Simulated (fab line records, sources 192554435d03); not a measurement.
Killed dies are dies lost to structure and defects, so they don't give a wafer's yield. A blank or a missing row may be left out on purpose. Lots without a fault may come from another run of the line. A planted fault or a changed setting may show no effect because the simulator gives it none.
fab line records | flow n5_finfet
record lots=10 wafers=30 last_day=17
route steps=1938 shown FIN_CUT@163 STI_FIN_REVEAL@202 DUMMY_GATE@219 BEOL_M4@1111 PASSIVATION@1936
lots that met no fault: from a run of the same line without faults
start_h: hours from the record's first day to the start of the lot's first wafer shown | wait_h: hours since the lot's step before | " the same as in the row above | L1.1+2: a row that stands for several wafers | - no value, or no start given | * or withheld: withheld | < > ~ a bound
route shown NAME@n: a module of which the file shows steps, and the number in the route of the first | usual: mean/standard deviation of fault-free wafers | same: alike in all rows | chamber/n: place in a boat | sites: the reading at each site | _std_site: their standard deviation | _edge_site: outer sites' mean less inner sites' | radius_mm: how far each site lies from the wafer's centre | mask NAME#n: copy n | behind: the tool/chamber that last shaped the wafer | hold: why the lot was held/for how many hours/how that ended | device: the transistor (n, p or np) that didn't switch | end of line: the same wafers' tests at the end of the route | a step without rows: its recipe alone | killed: dies lost to structure and defects at the first sort, not the wafer's yield | map: a wafer's dies, x killed, . not, _ none there
set.NAME: the setting as run; set.NAME@STEP: as run at that earlier step | model.NAME: the simulator's own value behind a step, which no gauge read
steps of the route over a sample of lots; a table a step, a row a wafer
services: from which hour (start_h, from the record's first day; less than 0 if before it) a tool's chamber was out of use, for how many hours, and why
## steps
# step N5_FIN_CUT_CD_MEAS_08
# recipe target_cd_nm=29.1 landing_energy_ev=500 detector=se_inlens polarity=opening
# usual cd_nm=29.11/0.21
# columns lot.wafer tool chamber start_h wait_h cd_nm
L797.2 cd_sem-03 0 29.32 - 29.27
L797.3 " 0 " " 29.50
L797.4 " 0 " " 28.91
L798.4 cd_sem-02 0 33.43 - 29.27
L798.5 " 0 " " 29.05
L798.6 " 0 " " 28.99
L799.2 cd_sem-03 0 38.43 - 29.37
L799.3 " 0 " " 28.94
L799.5 " 0 " " 28.80
L801.1 cd_sem-02 0 51.80 - 28.82
L801.3 " 0 " " 29.27
L801.4 " 0 " " 28.77
L802.2 cd_sem-02 0 57.14 - 29.22
L802.5 " 0 " " 29.01
L802.6 " 0 " " 29.23
L803.2 cd_sem-02 0 67.49 - 28.93
L803.3 " 0 " " 28.97
L803.6 " 0 " " 29.24
L805.2 cd_sem-01 0 75.39 - 29.05
L805.4 " 0 " " 29.12
L805.5 " 0 " " 29.52
L806.2 cd_sem-01 0 81.35 - 29.33
L806.3 " 0 " " 28.89
L806.6 " 0 " " 29.04
L808.1 cd_sem-02 0 92.77 - 28.96
L808.2 " 0 " " 29.02
L808.3 " 0 " " 29.21
L818.2 cd_sem-01 0 154.64 - 28.89
L818.3 " 0 " " 29.19
L818.6 " 0 " " 29.00
# step N5_FIN_CUT_STRIP_22
# recipe chemistry=N2/H2 power_w=500 temp_c=40 pressure_mtorr=50 rf_frequency_hz=6e+07 overash_fraction=0.3 bias_power_w=8 h2_frac=0.5 n2_flow_sccm=300 h2_flow_sccm=300
# usual drypump_motor_current_A=5.5/0.4 oes_product_au=0.78/0.074 rf_vpp_V=54.1/2.2 showerhead_plenum_p_Torr=3.35/0.069 throttle_valve_pct=18.87/0.27
# same overash_fraction=0.3
# columns lot.wafer tool chamber start_h wait_h drypump_motor_current_A oes_product_au rf_hours_counter_h rf_vpp_V showerhead_plenum_p_Torr throttle_valve_pct
L797.2 rie_diel-06 1 30.19 0.0 5.7 0.70 217 48.1 3.18 19.18
L797.3 " 3 " " 5.1 0.75 198 53.7 3.32 18.97
L797.4 " 2 " " 5.9 0.86 52 50.4 3.42 18.79
L798.4 rie_diel-03 1 34.31 0.0 5.1 0.89 39 55.0 3.42 18.64
L798.5 " 0 " " 6.2 0.69 - 53.0 3.32 18.91
L798.6 " 3 " " 5.5 0.79 - 52.3 3.39 19.13
L799.2 rie_diel-06 1 39.35 0.1 5.7 0.69 220 52.6 3.18 19.21
L799.3 " 3 " " 5.2 0.73 200 53.8 3.32 18.96
L799.5 " 1 " " 5.8 0.70 - 54.8 3.18 19.17
L801.1 rie_diel-05 2 52.72 0.1 5.8 0.86 63 52.1 3.40 19.04
L801.3 " 0 " " 4.9 0.74 182 53.6 3.34 19.04
L801.4 " 3 " " 5.4 0.82 88 54.6 3.39 18.48
L802.2 rie_diel-05 1 58.16 0.2 4.9 0.94 24 55.1 3.29 18.41
L802.5 " 2 " " 5.8 0.85 - 53.9 3.40 19.08
L802.6 " 1 " " 5.0 0.94 - 51.4 3.29 18.41
L803.2 rie_diel-06 0 68.55 0.0 5.4 0.74 168 54.1 3.35 19.11
L803.3 " 3 " " 5.2 0.72 210 53.0 3.31 19.01
L803.6 " 1 " " 5.8 0.70 - 54.4 3.18 19.18
L805.2 rie_diel-05 3 76.43 0.0 5.4 0.76 95 56.5 3.38 18.52
L805.4 " 0 " " 4.9 0.71 189 55.4 3.34 19.00
L805.5 " 0 " " 4.9 0.70 - 53.6 3.34 19.00
L806.2 rie_diel-03 3 82.22 0.0 5.5 0.79 117 56.7 3.38 19.16
L806.3 " 1 " " 5.1 0.85 53 55.0 3.41 18.69
L806.6 " 1 " " 5.2 0.87 - 51.3 3.41 18.71
L808.1 rie_diel-03 1 93.67 0.1 5.2 0.86 58 54.8 3.41 18.65
L808.2 " 0 " " 6.2 0.67 245 53.5 3.31 18.93
L808.3 " 3 " " 5.5 0.78 121 54.4 3.38 19.16
L818.2 rie_diel-03 1 155.52 0.0 5.1 0.81 78 54.2 3.39 18.76
L818.3 " 2 " " 5.8 0.70 180 53.1 3.46 18.61
L818.6 " 1 " " 5.1 0.82 - 57.6 3.39 18.73
# step N5_STI_FIN_REVEAL_STRIP_35
# recipe chemistry=H3PO4 material=Si3N4 temp_c=165 target_depth_a=40 time_s=39
# columns lot.wafer tool chamber start_h wait_h
L797.2+3+4 wet_bench-06 6,0,7 39.47 0.2
L798.4+5+6 wet_bench-06 2,1,0 42.98 0.1
L799.2+3+5 wet_bench-06 5,4,3 48.87 0.2
L801.1+3+4 wet_bench-03 3,2,4 61.23 0.2
L802.2+5+6 wet_bench-05 6,5,7 66.81 0.2
L803.2+3+6 wet_bench-05 4,1,7 77.08 0.2
L805.2+4+5 wet_bench-06 7,0,1 85.06 0.2
L806.2+3+6 wet_bench-05 6,2,5 91.34 0.2
L808.1+2+3 wet_bench-06 4,7,6 102.43 0.2
L818.2+3+6 wet_bench-06 5,3,4 164.16 0.2
# step N5_STI_FIN_REVEAL_INSPECT_13
# recipe inspect_instrument=darkfield mode=post_clean
# usual raw_defect_count=13/6.3
# columns lot.wafer tool chamber start_h wait_h raw_defect_count
L797.2 defect_inspect-02 - 39.82 0.0 19
L797.3 " - " " 7
L797.4 " - " " 6
L798.4 defect_inspect-02 - 43.32 0.0 16
L798.5 " - " " 13
L798.6 " - " " 10
L799.2 defect_inspect-01 - 49.21 0.0 6
L799.3 " - " " 22
L799.5 " - " " 21
L801.1 defect_inspect-01 - 61.58 0.0 12
L801.3 " - " " 14
L801.4 " - " " 10
L802.2 defect_inspect-01 - 67.16 0.0 21
L802.5 " - " " 15
L802.6 " - " " 16
L803.2 defect_inspect-01 - 77.45 0.0 8
L803.3 " - " " 6
L803.6 " - " " 9
L805.2 defect_inspect-02 - 85.40 0.0 13
L805.4 " - " " 12
L805.5 " - " " 8
L806.2 defect_inspect-01 - 91.68 0.0 10
L806.3 " - " " 10
L806.6 " - " " 5
L808.1 defect_inspect-02 - 102.78 0.0 14
L808.2 " - " " 9
L808.3 " - " " 7
L818.2 defect_inspect-01 - 164.50 0.0 304
L818.3 " - " " 15
L818.6 " - " " 15
# step N5_DUMMY_GATE_THK_MEAS_05
# usual thk_nm=72.0/0.96
# columns lot.wafer tool chamber start_h wait_h thk_nm
L797.2 film_metro-01 - 45.86 0.1 70.4
L797.3 " - " " 72.1
L797.4 " - " " 71.7
L798.4 film_metro-02 - 50.85 0.2 72.4
L798.5 " - " " 73.2
L798.6 " - " " 73.7
L799.2 film_metro-01 - 53.77 0.2 71.5
L799.3 " - " " 71.7
L799.5 " - " " 71.7
L801.1 film_metro-02 - 65.78 0.1 72.5
L801.3 " - " " 70.2
L801.4 " - " " 70.9
L802.2 film_metro-01 - 73.16 0.2 72.6
L802.5 " - " " 72.4
L802.6 " - " " 72.2
L803.2 film_metro-01 - 81.64 0.1 73.7
L803.3 " - " " 73.7
L803.6 " - " " 72.6
L805.2 film_metro-02 - 89.58 0.1 73.9
L805.4 " - " " 71.5
L805.5 " - " " 72.0
L806.2 film_metro-01 - 96.13 0.2 71.0
L806.3 " - " " 71.4
L806.6 " - " " 71.2
L808.1 film_metro-01 - 106.99 0.2 71.9
L808.2 " - " " 71.9
L808.3 " - " " 72.7
L818.2 film_metro-02 - 169.20 0.1 72.4
L818.3 " - " " 72.8
L818.6 " - " " 72.8
# step N5_BEOL_M4_RC_MEAS_101
# usual DIBL_N=36.2/1.2 DIBL_P=36.3/1.3 IOFF_N=0.155/0.019 IOFF_P=0.210/0.029 ION_N=677/8.6 ION_P=465/6.8 SS_N=71.4/0.48 SS_P=73.2/0.53 VT_N=249.9/2.4 VT_P=-250/3.2
# columns lot.wafer tool chamber start_h wait_h DIBL_N[mV/V] DIBL_P[mV/V] IOFF_N[nA/um] IOFF_P[nA/um] ION_N[uA/um] ION_P[uA/um] SS_N[mV/dec] SS_P[mV/dec] VT_N[mV] VT_P[mV]
L797.2 prober-02 0 158.43 0.2 36.5 36.8 0.157 0.199 672 464 71.7 72.9 250.5 -252
L797.3 " 0 " " 36.3 36.4 0.153 0.198 673 459 71.1 73.6 251.6 -250
L797.4 " 0 " " 37.5 37.9 0.178 0.220 685 469 71.9 72.6 249.3 -250
L799.2 prober-02 0 164.57 0.2 35.9 36.3 0.161 0.233 680 471 71.5 73.6 247.7 -247
L799.3 " 0 " " 35.5 36.4 0.155 0.227 690 476 70.4 72.9 246.8 -247
L799.5 " 0 " " 35.7 36.2 0.155 0.229 681 472 70.8 73.7 246.7 -248
L798.4 prober-01 0 176.70 0.5 35.3 36.5 0.138 0.190 682 470 70.8 73.2 250.0 -251
L798.5 " 0 " " 36.7 38.1 0.162 0.215 675 464 72.0 73.5 250.2 -249
L798.6 " 0 " " 34.3 35.1 0.116 0.163 674 460 70.3 72.9 257.5 -254
L801.1 prober-02 0 199.88 0.0 35.7 36.0 0.144 0.215 671 463 71.6 73.4 251.6 -249
L801.3 " 0 " " 37.4 38.4 0.182 0.245 678 469 70.9 74.0 246.6 -247
L801.4 " 0 " " 37.0 37.4 0.166 0.222 666 464 71.0 73.7 249.5 -248
L802.2 prober-02 0 206.36 0.2 37.6 37.0 0.164 0.198 679 458 71.6 73.7 248.7 -252
L802.5 " 0 " " 37.2 36.6 0.149 0.181 673 457 71.4 74.1 252.1 -253
L802.6 " 0 " " 36.1 35.7 0.144 0.183 674 465 71.0 73.3 251.6 -251
L803.2 prober-02 0 216.28 0.2 35.7 36.7 0.176 0.239 682 470 71.8 72.9 251.2 -250
L803.3 " 0 " " 34.8 35.9 0.147 0.219 680 474 70.9 74.0 250.3 -252
L803.6 " 0 " " 33.7 34.1 0.128 0.190 681 467 70.7 73.0 250.1 -250
L806.2 prober-01 0 224.86 0.2 37.3 38.1 0.192 0.255 688 467 71.8 74.0 248.3 -245
L806.3 " 0 " " 35.2 36.1 0.156 0.230 674 461 71.5 73.6 248.8 -245
L806.6 " 0 " " 35.7 36.5 0.164 0.228 676 467 71.1 72.9 248.3 -249
L805.2 prober-02 0 233.38 0.2 35.4 35.1 0.155 0.235 679 473 71.8 73.3 247.3 -246
L805.4 " 0 " " 36.1 35.5 0.165 0.245 683 477 71.8 73.4 248.0 -244
L805.5 " 0 " " 35.5 35.5 0.158 0.257 671 474 71.6 73.4 248.7 -244
L808.1 prober-01 0 253.57 0.0 35.5 35.8 0.165 0.222 687 467 71.0 73.1 245.4 -249
L808.2 " 0 " " 37.7 37.8 0.204 0.267 678 470 71.8 73.8 246.3 -248
L808.3 " 0 " " 35.9 35.3 0.152 0.218 678 469 71.9 73.3 252.4 -250
L818.2 prober-02 0 308.16 0.2 37.6 36.5 0.155 0.207 665 457 71.7 72.6 250.2 -250
L818.3 " 0 " " 37.3 37.1 0.156 0.218 680 465 71.6 72.3 250.3 -249
L818.6 " 0 " " 37.2 36.3 0.147 0.203 671 467 71.3 73.1 250.7 -249
# step N5_PASSIVATION_PROBE_49
# usual defect_limited_yield=91.2/1.4 killed_at_M0_to_M3=34/10 killed_at_M4_up=13/5.1 killed_at_contacts=12/6.5 killed_at_front_end=41/11 killed_at_other=4/3.3 killed_dies=104/16 killed_on_rim=14/3.9 killed_open=69/13 killed_short=33/7 sort_bin_5_function=5.1/0.91 sort_bin_6_memory=3.3/0.69 sort_n_pass=1076/16 sort_yield_pct=91.2/1.4
# same gross_dies=1180 killed_at_back_side=0 sort_bin_4_leakage[%]=0 sort_bin_8_speed[%]=0
# columns lot.wafer tool chamber start_h wait_h defect_limited_yield[%] killed_at_M0_to_M3 killed_at_M4_up killed_at_contacts killed_at_front_end killed_at_other killed_dies killed_on_rim killed_open killed_short sort_bin_5_function[%] sort_bin_6_memory[%] sort_n_pass sort_yield_pct[%]
L818.2 prober-01 - 410.40 0.1 81.6 50 15 14 136 2 217 22 76 42 11.4 5.1 963 81.6
L818.3 prober-01 - 410.45 0.1 90.9 45 6 8 47 1 107 12 83 24 5.3 3.5 1073 90.9
L818.6 prober-01 - 410.60 0.3 90.5 39 12 11 48 2 112 9 75 37 5.4 3.9 1068 90.5
# killed by level:class
L818.2 STI_FIN_REVEAL:unspecified=99 FIN_SAQP:geometric_particle:short=14 MOL_CONTACT_COAG:geometric_particle:open=14 BEOL_M3:geometric_particle:open=13 BEOL_M0_SAQP:geometric_particle:open=12 FIN_SAQP:geometric_particle:open=10 BEOL_M0_SAQP:geometric_particle:short=10 BEOL_M4:geometric_particle:open=7
L818.3 STI_FIN_REVEAL:geometric_particle:open=23 BEOL_M3:geometric_particle:open=16 BEOL_M0_SAQP:geometric_particle:open=12 MOL_CONTACT_COAG:geometric_particle:open=8 BEOL_M0_SAQP:geometric_particle:short=8 DUMMY_GATE:geometric_particle:open=6 STARTING-WAFER:geometric_particle:open=4 FIN_SAQP:geometric_particle:short=3
L818.6 STI_FIN_REVEAL:geometric_particle:open=17 FIN_SAQP:geometric_particle:short=11 MOL_CONTACT_COAG:geometric_particle:open=10 BEOL_M0_SAQP:geometric_particle:open=8 BEOL_M3:geometric_particle:open=7 BEOL_M0_SAQP:geometric_particle:short=6 BEOL_M2:geometric_particle:open=6 FIN_SAQP:geometric_particle:open=4
## services
# columns tool chamber start_h hours kind
rie_diel-06 1 45.23 9.4 repair
rie_diel-05 - 53.95 0.3 repair
rie_diel-03 0 109.73 - clean
rie_diel-03 0 109.73 - consumable_replace:focus_ring
rie_diel-03 0 109.73 26.8 scheduled_down
rie_diel-03 0 109.73 26.8 vent_cycle
rie_diel-06 1 144.27 14.9 repair
rie_diel-03 3 152.15 13.5 repair
rie_diel-03 - 157.17 10.0 pm
rie_diel-06 1 161.77 - clean
rie_diel-06 1 161.77 - consumable_replace:focus_ring
rie_diel-06 1 161.77 - consumable_replace:showerhead
rie_diel-06 1 161.77 18.3 scheduled_down
rie_diel-06 1 161.77 18.3 vent_cycle
## key
first_sign step=N5_STI_FIN_REVEAL_INSPECT_13 reading=raw_defect_count direction=up sigmas=46 usual=13 struck=304
effect step=N5_PASSIVATION_PROBE_49 reading=killed_at_front_end direction=up sigmas=8.5 usual=41 struck=136
more_kills_born_at N5_STI_FIN_REVEAL_STRIP_35@wet_bench-06=99
met_at N5_STI_FIN_REVEAL_STRIP_35
struck_lots L818
struck_wafers L818.2
not_acting_at N5_FIN_CUT_CD_MEAS_08,N5_FIN_CUT_STRIP_22,N5_DUMMY_GATE_THK_MEAS_05
onset_between 48.87 164.16
fault kind=chamber_particle_source tool=wet_bench-06 chamber=5 onset_h=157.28 steps=N5_STI_FIN_REVEAL_STRIP_35 rate_per_visit_cm2=0.47385 end_h=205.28
